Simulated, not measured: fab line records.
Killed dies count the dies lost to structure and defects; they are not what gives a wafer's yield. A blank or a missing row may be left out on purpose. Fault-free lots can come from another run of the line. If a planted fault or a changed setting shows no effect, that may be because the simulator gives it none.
Which tool was responsible? / flow nand harc / Sampling: 14 lots, 42 wafers, 5 of 1302 route steps

## WHAT THE GAUGES SHOWED, per wafer
NHARC_A_ONON_D1_THK_MEAS_14: measures by ellipsometry.
lot=L646; measured=day 8 06:48; on=film metro-02; thk nm (nm)=1008 1004 1003
lot=L647; measured=day 8 14:48; on=film metro-01; thk nm (nm)=1015 1015 1016
lot=L649; measured=day 9 10:58; on=film metro-02; thk nm (nm)=977 976 976
lot=L650; measured=day 9 21:27; on=film metro-01; thk nm (nm)=1001 999 1000
lot=L651; measured=day 10 13:11; on=film metro-01; thk nm (nm)=995 996 995
lot=L652; measured=day 10 18:14; on=film metro-01; thk nm (nm)=1001 1001 1002
lot=L653; measured=day 11 10:25; on=film metro-01; thk nm (nm)=1003 1001 1003
lot=L656; measured=day 12 13:46; on=film metro-02; thk nm (nm)=1012 728 1013
lot=L657; measured=day 12 23:07; on=film metro-01; thk nm (nm)=734 1014 1015
lot=L662; measured=day 15 04:12; on=film metro-01; thk nm (nm)=995 994 994
lot=L663; measured=day 15 17:25; on=film metro-01; thk nm (nm)=1010 1009 1010
lot=L664; measured=day 15 22:28; on=film metro-02; thk nm (nm)=1007 1006 1008
lot=L667; measured=day 17 04:40; on=film metro-01; thk nm (nm)=995 997 996
lot=L668; measured=day 17 15:20; on=film metro-01; thk nm (nm)=1013 1013 1012

## TOOL THAT RAN EACH LOT (tool first, then ch and the chambers of the sampled wafers, then the start)
lot=L646; NHARC_P_BONDPAD_DEGAS_25=pvd sputter-02, day 7 00:38; NHARC_P_BONDPAD_PRE_CLEAN_26=pvd sputter-02, day 8 06:20 or earlier; NHARC_P_BONDPAD_PVD_27=pvd sputter-02, day 8 06:20 or earlier; NHARC_A_ONON_D1_DEP_12=pecvd onon-02 ch 0, day 8 06:20
lot=L647; NHARC_P_BONDPAD_DEGAS_25=pvd sputter-03, day 7 08:44; NHARC_P_BONDPAD_PRE_CLEAN_26=pvd sputter-03, day 8 14:17 or earlier; NHARC_P_BONDPAD_PVD_27=pvd sputter-03, day 8 14:17 or earlier; NHARC_A_ONON_D1_DEP_12=pecvd onon-01 ch 0, day 8 14:17
lot=L649; NHARC_P_BONDPAD_DEGAS_25=pvd sputter-01, day 8 07:54; NHARC_P_BONDPAD_PRE_CLEAN_26=pvd sputter-01, day 9 10:31 or earlier; NHARC_P_BONDPAD_PVD_27=pvd sputter-01, day 9 10:31 or earlier; NHARC_A_ONON_D1_DEP_12=pecvd onon-01 ch 0, day 9 10:31
lot=L650; NHARC_P_BONDPAD_DEGAS_25=pvd sputter-03, day 8 17:25; NHARC_P_BONDPAD_PRE_CLEAN_26=pvd sputter-03, day 9 20:59 or earlier; NHARC_P_BONDPAD_PVD_27=pvd sputter-03, day 9 20:59 or earlier; NHARC_A_ONON_D1_DEP_12=pecvd onon-02 ch 0, day 9 20:59
lot=L651; NHARC_P_BONDPAD_DEGAS_25=pvd sputter-03, day 9 08:02; NHARC_P_BONDPAD_PRE_CLEAN_26=pvd sputter-03, day 10 12:51 or earlier; NHARC_P_BONDPAD_PVD_27=pvd sputter-03, day 10 12:51 or earlier; NHARC_A_ONON_D1_DEP_12=pecvd onon-02 ch 0, day 10 12:51
lot=L652; NHARC_P_BONDPAD_DEGAS_25=pvd sputter-03, day 9 15:06; NHARC_P_BONDPAD_PRE_CLEAN_26=pvd sputter-03, day 10 17:43 or earlier; NHARC_P_BONDPAD_PVD_27=pvd sputter-03, day 10 17:43 or earlier; NHARC_A_ONON_D1_DEP_12=pecvd onon-01 ch 0, day 10 17:43
lot=L653; NHARC_P_BONDPAD_DEGAS_25=pvd sputter-03, day 10 05:44; NHARC_P_BONDPAD_PRE_CLEAN_26=pvd sputter-03, day 11 09:54 or earlier; NHARC_P_BONDPAD_PVD_27=pvd sputter-03, day 11 09:54 or earlier; NHARC_A_ONON_D1_DEP_12=pecvd onon-04 ch 0, day 11 09:54
lot=L656; NHARC_P_BONDPAD_DEGAS_25=pvd sputter-01, day 11 10:37; NHARC_P_BONDPAD_PRE_CLEAN_26=pvd sputter-01, day 12 13:15 or earlier; NHARC_P_BONDPAD_PVD_27=pvd sputter-01, day 12 13:15 or earlier; NHARC_A_ONON_D1_DEP_12=pecvd onon-02 ch 0, day 12 13:15
lot=L657; NHARC_P_BONDPAD_DEGAS_25=pvd sputter-03, day 11 17:19; NHARC_P_BONDPAD_PRE_CLEAN_26=pvd sputter-03, day 12 22:39 or earlier; NHARC_P_BONDPAD_PVD_27=pvd sputter-03, day 12 22:39 or earlier; NHARC_A_ONON_D1_DEP_12=pecvd onon-02 ch 0, day 12 22:39
lot=L662; NHARC_P_BONDPAD_DEGAS_25=pvd sputter-02, day 13 16:38; NHARC_P_BONDPAD_PRE_CLEAN_26=pvd sputter-02, day 15 03:41 or earlier; NHARC_P_BONDPAD_PVD_27=pvd sputter-02, day 15 03:41 or earlier; NHARC_A_ONON_D1_DEP_12=pecvd onon-04 ch 0, day 15 03:41
lot=L663; NHARC_P_BONDPAD_DEGAS_25=pvd sputter-01, day 14 08:09; NHARC_P_BONDPAD_PRE_CLEAN_26=pvd sputter-01, day 15 17:02 or earlier; NHARC_P_BONDPAD_PVD_27=pvd sputter-01, day 15 17:02 or earlier; NHARC_A_ONON_D1_DEP_12=pecvd onon-04 ch 0, day 15 17:02
lot=L664; NHARC_P_BONDPAD_DEGAS_25=pvd sputter-03, day 14 19:57; NHARC_P_BONDPAD_PRE_CLEAN_26=pvd sputter-03, day 15 22:00 or earlier; NHARC_P_BONDPAD_PVD_27=pvd sputter-03, day 15 22:00 or earlier; NHARC_A_ONON_D1_DEP_12=pecvd onon-02 ch 0, day 15 22:00
lot=L667; NHARC_P_BONDPAD_DEGAS_25=pvd sputter-02, day 16 00:54; NHARC_P_BONDPAD_PRE_CLEAN_26=pvd sputter-02, day 17 04:20 or earlier; NHARC_P_BONDPAD_PVD_27=pvd sputter-02, day 17 04:20 or earlier; NHARC_A_ONON_D1_DEP_12=pecvd onon-01 ch 0, day 17 04:20
lot=L668; NHARC_P_BONDPAD_DEGAS_25=pvd sputter-01, day 16 09:32; NHARC_P_BONDPAD_PRE_CLEAN_26=pvd sputter-01, day 17 14:56 or earlier; NHARC_P_BONDPAD_PVD_27=pvd sputter-01, day 17 14:56 or earlier; NHARC_A_ONON_D1_DEP_12=pecvd onon-04 ch 0, day 17 14:56
- NHARC_P_BONDPAD_DEGAS_25: time 60 s.
- NHARC_P_BONDPAD_PRE_CLEAN_26: time 30 s.
- NHARC_P_BONDPAD_PVD_27: deposits Cu, target thk 30 nm, time 20.49 s.
- NHARC_A_ONON_D1_DEP_12: target thk 1000 nm.

## AS READ BY THE TOOLS THEMSELVES (means over the sampled wafers that have a number; for cases with no such wafer, the mark the record gives instead)
NHARC_P_BONDPAD_DEGAS_25.
lot=L646; tool=pvd sputter-02; heater power w (W)=475
lot=L647; tool=pvd sputter-03; heater power w (W)=446
lot=L649; tool=pvd sputter-01; heater power w (W)=435
lot=L650; tool=pvd sputter-03; heater power w (W)=413
lot=L651; tool=pvd sputter-03; heater power w (W)=452
lot=L652; tool=pvd sputter-03; heater power w (W)=428
lot=L653; tool=pvd sputter-03; heater power w (W)=452
lot=L656; tool=pvd sputter-01; heater power w (W)=430
lot=L657; tool=pvd sputter-03; heater power w (W)=425
lot=L662; tool=pvd sputter-02; heater power w (W)=476
lot=L663; tool=pvd sputter-01; heater power w (W)=438
lot=L664; tool=pvd sputter-03; heater power w (W)=438
lot=L667; tool=pvd sputter-02; heater power w (W)=464
lot=L668; tool=pvd sputter-01; heater power w (W)=421

NHARC_P_BONDPAD_PRE_CLEAN_26.
lot=L646; tool=pvd sputter-02; heater power w (W)=429
lot=L647; tool=pvd sputter-03; heater power w (W)=379
lot=L649; tool=pvd sputter-01; heater power w (W)=413
lot=L650; tool=pvd sputter-03; heater power w (W)=392
lot=L651; tool=pvd sputter-03; heater power w (W)=379
lot=L652; tool=pvd sputter-03; heater power w (W)=378
lot=L653; tool=pvd sputter-03; heater power w (W)=387
lot=L656; tool=pvd sputter-01; heater power w (W)=385
lot=L657; tool=pvd sputter-03; heater power w (W)=393
lot=L662; tool=pvd sputter-02; heater power w (W)=427
lot=L663; tool=pvd sputter-01; heater power w (W)=382
lot=L664; tool=pvd sputter-03; heater power w (W)=394
lot=L667; tool=pvd sputter-02; heater power w (W)=431
lot=L668; tool=pvd sputter-01; heater power w (W)=390

NHARC_P_BONDPAD_PVD_27.
lot=L646; tool=pvd sputter-02; throttle valve pct (%)=29.3
lot=L647; tool=pvd sputter-03; throttle valve pct (%)=29.4
lot=L649; tool=pvd sputter-01; throttle valve pct (%)=29.3
lot=L650; tool=pvd sputter-03; throttle valve pct (%)=30.1
lot=L651; tool=pvd sputter-03; throttle valve pct (%)=30.0
lot=L652; tool=pvd sputter-03; throttle valve pct (%)=29.8
lot=L653; tool=pvd sputter-03; throttle valve pct (%)=30.0
lot=L656; tool=pvd sputter-01; throttle valve pct (%)=29.3
lot=L657; tool=pvd sputter-03; throttle valve pct (%)=30.2
lot=L662; tool=pvd sputter-02; throttle valve pct (%)=29.6
lot=L663; tool=pvd sputter-01; throttle valve pct (%)=28.5
lot=L664; tool=pvd sputter-03; throttle valve pct (%)=29.8
lot=L667; tool=pvd sputter-02; throttle valve pct (%)=30.6
lot=L668; tool=pvd sputter-01; throttle valve pct (%)=29.9

## THE ANSWER, worked out from the rows above alone
Rule: usual is defined by the lots themselves. Put in order of their means at a reading, lots are off if they are a third of the lots or fewer, leave a main group of 4 or more, and stand apart from it by a gap of 3 or more times the standard deviation of the main group's means; of several such gaps the widest counts. The tables above print the reading to a certain number of digits; a main group whose means all agree to those digits is not used. Also off: a lot with no number at a reading for which 4 or more lots have one. Where the step has rows for the other lots, those lots are counted as sound. First the gauges in route order, then the tools' own readings, where a lot's mean is used as printed above. The first step at which some lot is off is used, and at that step the reading that is off furthest; a lot without a number counts as furthest.
Off at NHARC_A_ONON_D1_THK_MEAS_14 (thk nm): L656, L657. Main group: mean 1001 nm, sd 9.9.
If a tool, at a process step before that reading, ran all the lots that are off and no sound lot after the first of them, it fits. Those tools and the gauges at NHARC_A_ONON_D1_THK_MEAS_14 are tried in the same way. NHARC_P_BONDPAD_PRE_CLEAN_26 gives no start for some lots, so the hours and the order of its lots are those of NHARC_A_ONON_D1_DEP_12. NHARC_P_BONDPAD_PVD_27 gives no start for some lots, so the hours and the order of its lots are those of NHARC_A_ONON_D1_DEP_12. Not one of the candidates tried fits.

## WHAT THE SIMULATOR HAD PUT IN
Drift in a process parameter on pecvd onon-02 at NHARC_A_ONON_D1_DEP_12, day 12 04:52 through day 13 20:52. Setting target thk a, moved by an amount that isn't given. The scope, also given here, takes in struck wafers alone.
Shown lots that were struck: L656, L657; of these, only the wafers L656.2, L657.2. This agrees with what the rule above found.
